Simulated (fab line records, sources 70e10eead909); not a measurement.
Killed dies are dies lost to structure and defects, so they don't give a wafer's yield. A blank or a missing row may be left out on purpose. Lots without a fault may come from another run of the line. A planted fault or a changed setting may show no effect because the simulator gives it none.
fab line records | flow nand_harc
record lots=24 wafers=72 last_day=33
route steps=1302 shown A_STAIRCASE@705
lots that met no fault: from a run of the same line without faults
start_h: hours from the record's first day to the start of the lot's first wafer shown | wait_h: hours since the lot's step before | " the same as in the row above | L1.1+2: a row that stands for several wafers | - no value, or no start given | * or withheld: withheld | < > ~ a bound
route shown NAME@n: a module of which the file shows steps, and the number in the route of the first | usual: mean/standard deviation of fault-free wafers | same: alike in all rows | chamber/n: place in a boat | sites: the reading at each site | _std_site: their standard deviation | _edge_site: outer sites' mean less inner sites' | radius_mm: how far each site lies from the wafer's centre | mask NAME#n: copy n | behind: the tool/chamber that last shaped the wafer | hold: why the lot was held/for how many hours/how that ended | device: the transistor (n, p or np) that didn't switch | end of line: the same wafers' tests at the end of the route | a step without rows: its recipe alone | killed: dies lost to structure and defects at the first sort, not the wafer's yield | map: a wafer's dies, x killed, . not, _ none there
set.NAME: the setting as run; set.NAME@STEP: as run at that earlier step | model.NAME: the simulator's own value behind a step, which no gauge read
steps of the route over a sample of lots; a table a step, a row a wafer
services: from which hour (start_h, from the record's first day; less than 0 if before it) a tool's chamber was out of use, for how many hours, and why
## steps
# step NHARC_A_STAIRCASE_TRIM_191
# recipe time_s=211.2 o2_flow_sccm=500 ar_flow_sccm=0 bias_w=0 chemistry=O2
# usual drypump_motor_current_A=5.4/0.49 o2_flow_sccm=500.3/1.5 oes_product_au=1.001/0.0096 rf_vpp_V=58.0/0.81 showerhead_plenum_p_Torr=3.59/0.11 throttle_valve_pct=17.037/0.0095
# same time_s=211.2
# columns lot.wafer tool chamber start_h wait_h drypump_motor_current_A o2_flow_sccm oes_product_au rf_hours_counter_h rf_vpp_V showerhead_plenum_p_Torr throttle_valve_pct
L074.4 rie_diel-05 0 - - 4.7 501.2 1.006 40 58.0 3.76 17.034
L074.5 " 0 " " 4.7 502.0 1.007 - 58.3 3.76 17.046
L074.6 " 1 " " 4.7 499.6 1.008 - 58.0 3.51 17.032
L075.3 rie_diel-02 0 - - 4.9 501.5 1.001 47 57.3 3.67 17.037
L075.2 " 3 " " 5.1 499.7 1.006 47 57.6 3.42 17.039
L075.6 " 0 " " 4.9 499.3 1.000 - 57.3 3.67 17.020
L076.4 rie_diel-05 3 - - 5.8 499.5 1.009 38 58.5 3.60 17.055
L076.1 " 0 " " 4.7 501.4 1.002 42 58.8 3.76 17.049
L076.5 " 1 " " 4.7 501.9 1.011 - 57.0 3.51 17.044
L077.2 rie_diel-08 2 - - 5.1 500.3 1.000 1 58.1 3.58 17.037
L077.4 " 0 " " 5.2 500.8 1.007 2 58.3 3.52 17.038
L077.5 " 1 " " 5.7 499.9 0.993 - 58.6 3.81 17.040
L078.1 rie_diel-05 0 - - 4.7 498.4 0.994 55 57.5 3.75 17.038
L078.4 " 1 " " 4.7 499.4 1.014 62 57.7 3.50 17.021
L078.5 " 2 " " 5.9 501.3 1.020 - 57.9 3.55 17.034
L079.2 rie_diel-05 1 - - 4.8 498.5 1.006 63 57.5 3.50 17.038
L079.3 " 2 " " 5.9 499.8 1.006 50 57.7 3.55 17.046
L079.1 " 3 " " 5.8 499.4 1.014 55 57.4 3.59 17.047
L080.2 rie_diel-08 2 - - 5.0 501.1 1.001 10 58.9 3.58 17.040
L080.6 " 2 " " 5.0 497.7 0.996 - 57.6 3.58 17.036
L080.5 " 3 " " 5.9 500.0 0.996 - 58.1 3.53 17.041
L082.1 rie_diel-08 3 - - 5.9 500.3 0.999 17 57.9 3.53 17.036
L082.4 " 1 " " 5.7 500.5 1.004 14 59.0 3.80 17.024
L082.6 " 2 " " 5.1 500.8 1.017 - 58.4 3.58 17.048
L081.1 rie_diel-02 0 - - 4.9 498.6 0.999 6 58.2 3.66 17.029
L081.6 " 2 " " 5.7 502.9 1.010 - 57.2 3.55 17.028
L081.5 " 3 " " 5.1 501.0 1.006 - 57.5 3.41 17.033
L083.3 rie_diel-05 1 - - 4.7 502.7 0.999 10 57.3 3.49 17.022
L083.2 " 3 " " 5.8 502.2 1.005 11 59.2 3.58 17.047
L083.5 " 1 " " 4.7 503.4 0.994 - 57.0 3.49 17.027
L085.1 rie_diel-08 0 - - 5.3 498.4 0.999 28 57.5 3.50 17.036
L085.3 " 2 " " 5.0 496.2 1.004 26 57.6 3.57 17.025
L085.4 " 3 " " 5.9 503.4 0.998 29 57.4 3.52 17.032
L086.3 rie_diel-05 3 - - 5.8 498.6 1.002 15 57.9 3.58 17.033
L086.4 " 0 " " 4.7 501.8 0.993 9 57.9 3.74 17.026
L086.1 " 2 " " 5.9 498.5 1.008 14 57.3 3.54 17.037
L084.2 rie_diel-05 0 - - 4.6 497.8 1.000 10 58.4 3.74 17.038
L084.3 " 1 " " 4.7 499.2 0.989 13 57.8 3.49 17.023
L084.6 " 3 " " 5.7 500.9 0.990 - 58.3 3.58 17.039
L087.4 rie_diel-02 1 - - 6.1 503.5 0.983 27 60.1 3.72 17.042
L087.5 " 0 " " 4.9 498.8 0.991 - 56.4 3.65 17.035
L087.6 " 1 " " 6.1 499.8 0.980 - 56.4 3.72 17.035
L088.4 rie_diel-08 0 - - 5.2 500.5 0.999 42 57.0 3.49 17.037
L088.2 " 1 " " 5.7 501.2 1.000 37 59.4 3.79 17.040
L088.5 " 3 " " 6.0 499.1 0.998 - 56.8 3.52 17.025
L090.1 rie_diel-08 1 - - 5.7 499.7 0.995 37 59.1 3.79 17.013
L090.2 " 2 " " 5.0 500.0 1.023 41 58.8 3.56 17.039
L090.6 " 1 " " 5.7 500.6 0.997 - 57.1 3.79 17.039
L089.2 rie_diel-02 0 - - 4.9 499.8 0.989 36 57.3 3.64 17.031
L089.4 " 3 " " 5.1 500.2 1.000 35 58.0 3.39 17.047
L089.6 " 0 " " 4.9 500.5 0.991 - 57.4 3.64 17.027
L091.2 rie_diel-08 0 - - 5.3 497.7 0.996 46 57.3 3.49 17.031
L091.1 " 1 " " 5.7 501.6 0.995 40 57.8 3.78 17.050
L091.6 " 0 " " 5.3 499.4 1.004 - 58.1 3.49 17.050
L094.1 rie_diel-08 1 - - 5.7 499.0 1.015 43 58.0 3.78 17.042
L094.2 " 3 " " 6.0 497.4 1.015 53 57.1 3.51 17.071
L094.6 " 2 " " 5.0 499.4 1.022 - 58.5 3.56 17.029
L092.4 rie_diel-08 3 - - 5.9 498.9 1.009 53 57.6 3.51 17.031
L092.3 " 1 " " 5.7 501.3 0.999 44 59.5 3.78 17.046
L092.5 " 3 " " 5.9 503.0 1.001 - 57.1 3.51 17.048
L093.4 rie_diel-05 1 - - 4.7 502.1 0.994 37 56.9 3.48 17.027
L093.3 " 0 " " 4.6 502.7 0.997 28 57.5 3.73 17.037
L093.5 " 1 " " 4.7 502.0 0.988 - 57.8 3.48 17.047
L095.2 rie_diel-02 0 - - 4.9 500.2 0.988 54 57.6 3.63 17.028
L095.5 " 2 " " 5.7 499.7 1.001 - 57.2 3.53 17.024
L095.6 " 3 " " 5.1 497.2 0.997 - 58.3 3.38 17.026
L096.1 rie_diel-08 2 - - 5.0 501.5 1.005 2 57.0 3.56 17.047
L096.3 " 3 " " 5.9 500.7 0.990 2 58.6 3.51 17.016
L096.6 " 0 " " 5.3 497.3 0.986 - 58.5 3.49 17.039
L097.4 rie_diel-05 1 - - 4.8 500.5 0.987 51 57.4 3.47 17.038
L097.3 " 3 " " 5.8 498.7 0.996 44 57.5 3.56 17.045
L097.6 " 1 " " 4.7 499.1 0.986 - 57.0 3.47 17.034
# step NHARC_A_STAIRCASE_ETCH_192
# recipe target_depth_a=1000 time_s=40.5 ion_energy_ev=400 c4f8_flow_sccm=20 o2_flow_sccm=10 ar_flow_sccm=withheld rf_w=600 bias_w=1000 chemistry=C4F8/O2
# usual oes_product_au=0.942/0.013 rf_fwd_power_W=591/3.5 rf_vpp_V=898/4.1
# same time_s=40.5
# columns lot.wafer tool chamber start_h wait_h oes_product_au rf_fwd_power_W rf_hours_counter_h rf_vpp_V
L074.4 rie_diel-05 0 - - 0.951 593 40 904
L074.6 " 3 " " 0.949 593 - 899
L074.5 " 0 " " 0.943 593 - 905
L075.2 rie_diel-02 3 - - 0.942 593 47 892
L075.3 " 0 " " 0.938 591 47 901
L075.6 " 3 " " 0.938 590 - 892
L076.4 rie_diel-05 1 - - 0.935 589 46 895
L076.1 " 3 " " 0.940 595 38 900
L076.5 " 1 " " 0.926 593 - 895
L077.2 rie_diel-08 2 - - 0.948 585 2 898
L077.4 " 3 " " 0.952 590 2 896
L077.5 " 1 " " 0.932 594 - 908
L078.4 rie_diel-05 3 - - 0.960 597 54 898
L078.1 " 2 " " 0.949 595 49 897
L078.5 " 0 " " 0.964 592 - 904
L079.1 rie_diel-05 2 - - 0.952 597 50 897
L079.3 " 0 " " 0.949 595 56 903
L079.2 " 1 " " 0.940 591 63 895
L080.2 rie_diel-08 0 - - 0.968 592 12 896
L080.5 " 0 " " 0.951 591 - 896
L080.6 " 1 " " 0.966 590 - 906
L082.4 rie_diel-08 1 - - 0.952 591 14 904
L082.1 " 2 " " 0.952 588 15 898
L082.6 " 2 " " 0.960 588 - 898
L081.1 rie_diel-02 0 - - 0.941 595 6 900
L081.6 " 0 " " 0.931 594 - 899
L081.5 " 1 " " 0.920 594 - 903
L083.2 rie_diel-05 2 - - 0.945 593 11 896
L083.3 " 3 " " 0.943 597 11 897
L083.5 " 0 " " 0.948 593 - 904
L085.4 rie_diel-08 2 - - 0.972 588 26 898
L085.1 " 3 " " 0.940 594 29 897
L085.3 " 1 " " 0.932 594 24 907
L086.3 rie_diel-05 3 - - 0.939 595 15 898
L086.1 " 0 " " 0.936 593 9 904
L086.4 " 2 " " 0.944 590 14 897
L084.2 rie_diel-05 2 - - 0.954 591 15 896
L084.3 " 3 " " 0.935 597 15 899
L084.6 " 1 " " 0.925 592 - 895
L087.4 rie_diel-02 0 - - 0.936 592 24 900
L087.6 " 1 " " 0.923 594 - 902
L087.5 " 2 " " 0.967 588 - 896
L088.4 rie_diel-08 2 - - 0.953 587 41 898
L088.2 " 0 " " 0.942 591 42 895
L088.5 " 2 " " 0.949 585 - 897
L090.2 rie_diel-08 2 - - 0.952 583 41 897
L090.1 " 1 " " 0.939 593 37 905
L090.6 " 2 " " 0.955 586 - 898
L089.4 rie_diel-02 1 - - 0.927 589 40 903
L089.2 " 2 " " 0.946 586 43 896
L089.6 " 2 " " 0.948 581 - 895
L091.1 rie_diel-08 1 - - 0.952 593 40 906
L091.2 " 3 " " 0.953 594 50 896
L091.6 " 2 " " 0.962 587 - 896
L094.2 rie_diel-08 0 - - 0.945 586 49 893
L094.1 " 1 " " 0.932 591 44 905
L094.6 " 0 " " 0.940 587 - 894
L092.3 rie_diel-08 3 - - 0.936 593 53 897
L092.4 " 1 " " 0.932 593 44 905
L092.5 " 2 " " 0.949 585 - 896
L093.3 rie_diel-05 2 - - 0.942 593 37 896
L093.4 " 3 " " 0.928 596 31 898
L093.5 " 3 " " 0.928 595 - 896
L095.2 rie_diel-02 2 - - 0.959 585 56 897
L095.6 " 1 " " 0.934 595 - 902
L095.5 " 2 " " 0.954 586 - 897
L096.1 rie_diel-08 2 - - 0.948 586 2 897
L096.3 " 3 " " 0.945 594 2 895
L096.6 " 3 " " 0.931 593 - 896
L097.4 rie_diel-05 1 - - 0.916 592 51 895
L097.3 " 2 " " 0.928 597 52 895
L097.6 " 1 " " 0.910 590 - 895
# step NHARC_A_STAIRCASE_ETCH_201
# recipe target_depth_a=1000 time_s=40.5 ion_energy_ev=400 c4f8_flow_sccm=20 o2_flow_sccm=10 ar_flow_sccm=withheld rf_w=600 bias_w=1000 chemistry=C4F8/O2
# usual oes_product_au=0.941/0.012 rf_fwd_power_W=592/3.5 rf_vpp_V=898/4.3
# same time_s=40.5
# columns lot.wafer tool chamber start_h wait_h oes_product_au rf_fwd_power_W rf_hours_counter_h rf_vpp_V
L074.4 rie_diel-08 1 - - 0.932 596 48 886
L074.5 " 2 " " 0.939 587 - 898
L074.6 " 3 " " 0.930 593 - 897
L076.1 rie_diel-08 1 - - 0.948 594 49 887
L076.4 " 3 " " 0.941 593 - 898
L076.5 " 1 " " 0.949 592 - 887
L075.3 rie_diel-08 1 - - 0.932 593 50 887
L075.2 " 3 " " 0.944 593 60 896
L075.6 " 1 " " 0.934 592 - 886
L077.4 rie_diel-08 2 - - 0.944 584 2 898
L077.2 " 3 " " 0.948 593 2 896
L077.5 " 2 " " 0.956 586 - 898
L078.4 rie_diel-05 3 - - 0.939 598 55 899
L078.1 " 0 " " 0.953 591 56 903
L078.5 " 3 " " 0.944 599 - 898
L079.1 rie_diel-05 3 - - 0.946 595 56 896
L079.3 " 0 " " 0.954 592 56 904
L079.2 " 1 " " 0.958 592 64 895
L080.2 rie_diel-02 2 - - 0.941 591 5 896
L080.5 " 3 " " 0.935 590 - 891
L080.6 " 2 " " 0.941 586 - 897
L082.1 rie_diel-08 2 - - 0.937 588 16 899
L082.4 " 1 " " 0.934 591 15 905
L082.6 " 3 " " 0.936 593 - 896
L081.1 rie_diel-02 2 - - 0.945 586 9 898
L081.5 " 0 " " 0.925 594 - 902
L081.6 " 1 " " 0.918 595 - 903
L083.2 rie_diel-05 1 - - 0.923 592 10 893
L083.3 " 3 " " 0.946 598 12 898
L083.5 " 0 " " 0.953 593 - 902
L086.1 rie_diel-05 3 - - 0.942 595 15 899
L086.4 " 0 " " 0.935 589 10 903
L086.3 " 1 " " 0.921 591 13 894
L084.3 rie_diel-05 3 - - 0.931 596 16 899
L084.2 " 1 " " 0.919 590 14 896
L084.6 " 0 " " 0.929 593 - 903
L085.1 rie_diel-05 2 - - 0.940 595 16 896
L085.3 " 0 " " 0.950 594 12 904
L085.4 " 1 " " 0.922 591 15 894
L087.4 rie_diel-08 3 - - 0.941 592 37 895
L087.5 " 1 " " 0.933 593 - 905
L087.6 " 2 " " 0.964 587 - 898
L090.1 rie_diel-08 1 - - 0.942 593 37 905
L090.2 " 3 " " 0.933 590 47 893
L090.6 " 2 " " 0.948 582 - 898
L088.2 rie_diel-02 0 - - 0.942 591 35 900
L088.4 " 3 " " 0.945 592 34 890
L088.5 " 0 " " 0.935 591 - 901
L089.4 rie_diel-08 2 - - 0.975 586 43 897
L089.2 " 3 " " 0.958 596 49 896
L089.6 " 2 " " 0.969 584 - 896
L091.1 rie_diel-05 2 - - 0.956 596 35 896
L091.2 " 0 " " 0.938 595 26 903
L091.6 " 2 " " 0.969 595 - 897
L094.1 rie_diel-08 3 - - 0.944 591 54 898
L094.2 " 2 " " 0.952 584 49 897
L094.6 " 0 " " 0.948 591 - 895
L092.4 rie_diel-05 1 - - 0.957 592 38 894
L092.3 " 3 " " 0.933 596 31 897
L092.5 " 0 " " 0.929 593 - 904
L093.3 rie_diel-02 0 - - 0.926 593 45 899
L093.4 " 1 " " 0.928 595 48 903
L093.5 " 3 " " 0.948 588 - 891
L095.2 rie_diel-05 3 - - 0.921 594 42 898
L095.6 " 0 " " 0.920 593 - 903
L095.5 " 1 " " 0.913 594 - 893
L096.1 rie_diel-08 0 - - 0.925 589 5 895
L096.3 " 2 " " 0.946 588 3 896
L096.6 " 3 " " 0.932 588 - 895
L097.3 rie_diel-08 2 - - 0.944 588 6 897
L097.4 " 3 " " 0.947 593 6 896
L097.6 " 3 " " 0.942 595 - 895
# step NHARC_A_STAIRCASE_ETCH_203
# recipe target_depth_a=1000 time_s=40.5 ion_energy_ev=400 c4f8_flow_sccm=20 o2_flow_sccm=10 ar_flow_sccm=withheld rf_w=600 bias_w=1000 chemistry=C4F8/O2
# usual oes_product_au=0.945/0.012 rf_fwd_power_W=591/3.4 rf_vpp_V=897/4.2
# same time_s=40.5
# columns lot.wafer tool chamber start_h wait_h oes_product_au rf_fwd_power_W rf_hours_counter_h rf_vpp_V
L074.4 rie_diel-08 0 - - 0.944 588 56 895
L074.6 " 0 " " 0.940 589 - 896
L074.5 " 1 " " 0.958 593 - 887
L076.1 rie_diel-08 3 - - 0.940 592 59 896
L076.5 " 3 " " 0.928 592 - 897
L076.4 " 2 " " 0.930 584 - 898
L075.2 rie_diel-08 1 - - 0.945 592 50 887
L075.3 " 2 " " 0.940 585 54 897
L075.6 " 3 " " 0.941 595 - 897
L077.2 rie_diel-08 1 - - 0.959 589 3 905
L077.4 " 2 " " 0.951 586 2 897
L077.5 " 1 " " 0.945 591 - 905
L078.1 rie_diel-05 2 - - 0.953 594 50 897
L078.4 " 3 " " 0.950 595 55 897
L078.5 " 2 " " 0.955 591 - 895
L079.2 rie_diel-05 2 - - 0.961 596 51 898
L079.3 " 3 " " 0.960 596 56 897
L079.1 " 0 " " 0.947 593 57 904
L080.2 rie_diel-02 2 - - 0.942 587 5 896
L080.6 " 2 " " 0.941 589 - 895
L080.5 " 3 " " 0.939 592 - 892
L081.1 rie_diel-02 1 - - 0.917 595 10 904
L081.6 " 3 " " 0.925 593 - 892
L081.5 " 0 " " 0.925 590 - 900
L082.1 rie_diel-08 2 - - 0.950 586 17 898
L082.4 " 3 " " 0.940 589 19 896
L082.6 " 1 " " 0.957 591 - 905
L083.2 rie_diel-05 1 - - 0.938 595 10 894
L083.3 " 3 " " 0.936 597 12 898
L083.5 " 1 " " 0.949 592 - 895
L086.1 rie_diel-05 2 - - 0.957 597 15 896
L086.3 " 3 " " 0.942 595 16 898
L086.4 " 1 " " 0.939 590 13 895
L084.3 rie_diel-05 2 - - 0.939 596 16 896
L084.2 " 3 " " 0.953 594 17 898
L084.6 " 1 " " 0.931 593 - 894
L085.4 rie_diel-05 3 - - 0.948 596 17 900
L085.3 " 0 " " 0.937 593 12 903
L085.1 " 1 " " 0.931 589 15 895
L087.4 rie_diel-08 2 - - 0.965 587 32 897
L087.6 " 1 " " 0.951 594 - 905
L087.5 " 2 " " 0.973 586 - 898
L090.2 rie_diel-08 3 - - 0.951 595 47 896
L090.1 " 0 " " 0.943 591 43 895
L090.6 " 3 " " 0.941 593 - 896
L088.2 rie_diel-02 3 - - 0.949 590 34 891
L088.4 " 0 " " 0.934 594 35 899
L088.5 " 2 " " 0.956 587 - 897
L089.2 rie_diel-08 0 - - 0.961 587 45 896
L089.4 " 1 " " 0.967 593 39 908
L089.6 " 3 " " 0.952 590 - 896
L091.1 rie_diel-05 2 - - 0.950 594 35 897
L091.2 " 0 " " 0.933 590 26 904
L091.6 " 2 " " 0.944 596 - 896
L094.2 rie_diel-08 0 - - 0.952 589 50 895
L094.1 " 2 " " 0.952 584 49 898
L094.6 " 3 " " 0.958 591 - 894
L092.3 rie_diel-05 2 - - 0.953 595 38 897
L092.4 " 0 " " 0.945 593 29 902
L092.5 " 2 " " 0.961 593 - 897
L093.3 rie_diel-02 3 - - 0.952 589 41 892
L093.4 " 1 " " 0.929 593 48 904
L093.5 " 2 " " 0.962 585 - 895
L095.2 rie_diel-05 0 - - 0.931 593 39 902
L095.5 " 3 " " 0.922 594 - 898
L095.6 " 0 " " 0.939 593 - 903
L096.3 rie_diel-08 2 - - 0.944 588 3 897
L096.1 " 3 " " 0.930 591 3 894
L096.6 " 3 " " 0.938 592 - 895
L097.3 rie_diel-08 0 - - 0.940 588 6 896
L097.4 " 1 " " 0.962 593 8 904
L097.6 " 2 " " 0.968 582 - 896
# step NHARC_A_STAIRCASE_ETCH_225
# recipe target_depth_a=1000 time_s=40.5 ion_energy_ev=400 c4f8_flow_sccm=20 o2_flow_sccm=10 ar_flow_sccm=withheld rf_w=600 bias_w=1000 chemistry=C4F8/O2
# usual oes_product_au=0.944/0.015 rf_fwd_power_W=592/3.3 rf_vpp_V=898/3.9
# same time_s=40.5
# columns lot.wafer tool chamber start_h wait_h oes_product_au rf_fwd_power_W rf_hours_counter_h rf_vpp_V
L074.4 rie_diel-02 0 - - 0.946 592 46 901
L074.6 " 0 " " 0.948 591 - 901
L074.5 " 1 " " 0.945 593 - 905
L076.4 rie_diel-05 2 - - 0.944 595 35 897
L076.1 " 0 " " 0.933 594 42 904
L076.5 " 3 " " 0.950 596 - 898
L075.3 rie_diel-05 1 370.45 - 0.932 593 49 896
L075.2 " 2 " " 0.927 595 36 898
L075.6 " 1 " " 0.929 592 - 896
L077.2 rie_diel-08 0 - - 0.937 592 3 895
L077.4 " 1 " " 0.943 591 3 907
L077.5 " 3 " " 0.926 594 - 897
L078.1 rie_diel-05 1 - - 0.947 591 64 896
L078.4 " 2 " " 0.954 594 51 898
L078.5 " 1 " " 0.941 589 - 896
L079.3 rie_diel-08 0 - - 0.939 591 11 895
L079.2 " 1 " " 0.944 592 9 906
L079.1 " 2 " " 0.957 586 9 899
L080.2 rie_diel-08 0 - - 0.954 589 12 893
L080.6 " 0 " " 0.952 590 - 897
L080.5 " 1 " " 0.936 591 - 905
L081.1 rie_diel-08 1 - - 0.949 591 16 906
L081.6 " 1 " " 0.948 595 - 906
L081.5 " 2 " " 0.956 587 - 898
L082.1 rie_diel-05 2 - - 0.946 594 6 898
L082.4 " 0 " " 0.953 595 4 904
L082.6 " 3 " " 0.947 596 - 898
L083.2 rie_diel-08 3 - - 0.927 591 26 895
L083.3 " 0 " " 0.921 590 24 894
L083.5 " 2 " " 0.939 584 - 899
L086.3 rie_diel-08 2 - - 0.973 588 28 898
L086.4 " 3 " " 0.946 591 33 895
L086.1 " 1 " " 0.973 593 27 907
L084.3 rie_diel-08 3 - - 0.942 593 34 895
L084.2 " 0 " " 0.935 588 32 894
L084.6 " 1 " " 0.929 593 - 907
L085.3 rie_diel-08 0 - - 0.946 588 33 895
L085.1 " 1 " " 0.951 589 28 906
L085.4 " 2 " " 0.964 584 29 899
L087.4 rie_diel-05 3 - - 0.942 595 21 897
L087.5 " 0 " " 0.941 593 - 904
L087.6 " 1 " " 0.931 589 - 895
L090.2 rie_diel-08 2 - - 0.957 588 42 896
L090.1 " 0 " " 0.933 587 44 895
L090.6 " 3 " " 0.946 593 - 896
L088.4 rie_diel-05 3 - - 0.937 597 26 899
L088.2 " 0 " " 0.926 590 23 904
L088.5 " 2 " " 0.935 594 - 896
L089.2 rie_diel-08 1 - - 0.934 590 40 906
L089.4 " 2 " " 0.950 588 44 897
L089.6 " 0 " " 0.955 592 - 896
L091.1 rie_diel-08 3 - - 0.946 590 51 895
L091.2 " 1 " " 0.933 592 41 904
L091.6 " 0 " " 0.955 593 - 895
L092.3 rie_diel-05 2 548.13 - 0.989 594 43 897
L092.4 " 0 " " 0.986 592 32 903
L092.5 " 1 " " 0.991 595 - 894
L093.3 rie_diel-02 0 - - 0.946 592 50 900
L093.4 " 1 " " 0.921 592 52 903
L093.5 " 1 " " 0.927 595 - 903
L094.2 rie_diel-05 0 - - 0.930 594 33 903
L094.1 " 2 " " 0.944 594 43 895
L094.6 " 0 " " 0.925 594 - 902
L095.2 rie_diel-02 3 - - 0.956 594 51 892
L095.5 " 0 " " 0.942 593 - 901
L095.6 " 1 " " 0.934 591 - 903
L096.1 rie_diel-05 3 - - 0.934 597 42 897
L096.3 " 0 " " 0.939 592 39 902
L096.6 " 3 " " 0.936 597 - 898
L097.4 rie_diel-05 3 - - 0.936 596 46 897
L097.3 " 2 " " 0.942 592 53 897
L097.6 " 3 " " 0.947 596 - 898
# step NHARC_A_STAIRCASE_ETCH_227
# recipe target_depth_a=1000 time_s=40.5 ion_energy_ev=400 c4f8_flow_sccm=20 o2_flow_sccm=10 ar_flow_sccm=withheld rf_w=600 bias_w=1000 chemistry=C4F8/O2
# usual oes_product_au=0.943/0.012 rf_fwd_power_W=592/3.4 rf_vpp_V=898/4
# same time_s=40.5
# columns lot.wafer tool chamber start_h wait_h oes_product_au rf_fwd_power_W rf_hours_counter_h rf_vpp_V
L074.4 rie_diel-02 1 - - 0.943 594 45 905
L074.5 " 0 " " 0.936 593 - 902
L074.6 " 1 " " 0.945 596 - 904
L076.1 rie_diel-05 0 - - 0.951 592 44 904
L076.4 " 3 " " 0.952 596 40 898
L076.5 " 0 " " 0.958 592 - 904
L075.3 rie_diel-05 2 - - 0.943 594 36 896
L075.2 " 1 " " 0.943 593 49 896
L075.6 " 3 " " 0.944 595 - 899
L077.2 rie_diel-08 1 - - 0.949 589 3 905
L077.4 " 3 " " 0.946 592 3 897
L077.5 " 1 " " 0.951 591 - 907
L078.1 rie_diel-05 2 - - 0.952 595 51 897
L078.4 " 0 " " 0.952 590 57 904
L078.5 " 2 " " 0.952 594 - 896
L079.1 rie_diel-08 0 - - 0.940 591 11 894
L079.2 " 1 " " 0.951 593 9 905
L079.3 " 2 " " 0.954 583 9 897
L080.2 rie_diel-08 2 - - 0.946 588 11 899
L080.5 " 2 " " 0.950 587 - 897
L080.6 " 3 " " 0.943 590 - 896
L081.1 rie_diel-08 1 - - 0.958 594 16 906
L081.6 " 2 " " 0.959 587 - 897
L081.5 " 3 " " 0.943 592 - 895
L082.4 rie_diel-05 0 - - 0.954 595 4 904
L082.1 " 2 " " 0.935 594 6 897
L082.6 " 0 " " 0.946 593 - 903
L083.3 rie_diel-08 1 - - 0.927 590 22 906
L083.2 " 3 " " 0.951 594 26 895
L083.5 " 1 " " 0.930 588 - 906
L086.4 rie_diel-08 2 - - 0.974 587 28 899
L086.3 " 3 " " 0.939 591 33 895
L086.1 " 0 " " 0.935 589 32 897
L084.3 rie_diel-08 0 - - 0.953 587 32 895
L084.2 " 1 " " 0.940 594 27 905
L084.6 " 0 " " 0.945 586 - 895
L085.3 rie_diel-08 2 - - 0.935 586 29 897
L085.4 " 0 " " 0.935 592 33 894
L085.1 " 1 " " 0.924 594 28 905
L087.4 rie_diel-05 2 - - 0.944 595 22 899
L087.5 " 3 " " 0.924 595 - 897
L087.6 " 0 " " 0.939 592 - 902
L090.1 rie_diel-08 3 - - 0.946 590 48 897
L090.2 " 2 " " 0.955 588 43 897
L090.6 " 3 " " 0.953 593 - 895
L088.2 rie_diel-05 2 - - 0.941 594 34 898
L088.4 " 0 " " 0.939 592 24 902
L088.5 " 3 " " 0.934 593 - 898
L089.4 rie_diel-08 3 - - 0.968 593 49 895
L089.2 " 0 " " 0.945 589 45 895
L089.6 " 2 " " 0.957 585 - 897
L091.1 rie_diel-08 1 - - 0.936 593 41 904
L091.2 " 0 " " 0.958 588 47 894
L091.6 " 2 " " 0.952 585 - 897
L092.4 rie_diel-02 2 548.78 - 0.928 585 52 895
L092.3 " 3 " " 0.932 595 46 891
L092.5 " 1 " " 0.910 591 - 902
L093.3 rie_diel-02 1 - - 0.940 595 52 903
L093.4 " 2 " " 0.959 588 52 896
L093.5 " 2 " " 0.957 584 - 896
L094.1 rie_diel-05 2 - - 0.936 594 43 895
L094.2 " 3 " " 0.926 596 37 898
L094.6 " 3 " " 0.924 594 - 898
L095.2 rie_diel-02 0 - - 0.944 590 56 899
L095.5 " 1 " " 0.927 593 - 903
L095.6 " 2 " " 0.946 588 - 897
L096.1 rie_diel-05 0 - - 0.935 594 39 902
L096.3 " 1 " " 0.936 592 49 894
L096.6 " 3 " " 0.938 591 - 897
L097.4 rie_diel-05 3 - - 0.929 595 46 899
L097.3 " 0 " " 0.925 594 44 904
L097.6 " 1 " " 0.918 589 - 894
## services
# columns tool chamber start_h hours kind
rie_diel-08 0 349.46 - clean
rie_diel-08 1 349.46 - clean
rie_diel-08 2 349.46 - clean
rie_diel-08 3 349.46 - clean
rie_diel-05 0 369.60 8.5 repair
rie_diel-08 - 370.35 9.0 pm
rie_diel-08 0 370.35 9.0 vent_cycle
rie_diel-08 1 370.35 9.0 vent_cycle
rie_diel-08 2 370.35 9.0 vent_cycle
rie_diel-08 3 370.35 9.0 vent_cycle
rie_diel-02 - 395.37 9.0 pm
rie_diel-02 0 406.06 9.1 repair
rie_diel-05 - 409.06 9.0 pm
rie_diel-08 3 427.00 1.3 repair
rie_diel-05 - 431.97 0.5 repair
rie_diel-05 0 435.57 3.9 repair
rie_diel-02 3 474.51 10.8 repair
rie_diel-02 3 494.57 6.8 repair
rie_diel-05 3 497.36 12.1 repair
rie_diel-05 0 502.32 10.3 repair
rie_diel-08 - 547.36 9.0 pm
rie_diel-02 - 553.86 0.2 repair
rie_diel-08 0 570.22 6.2 repair
rie_diel-02 - 572.37 9.0 pm
## key
fault none
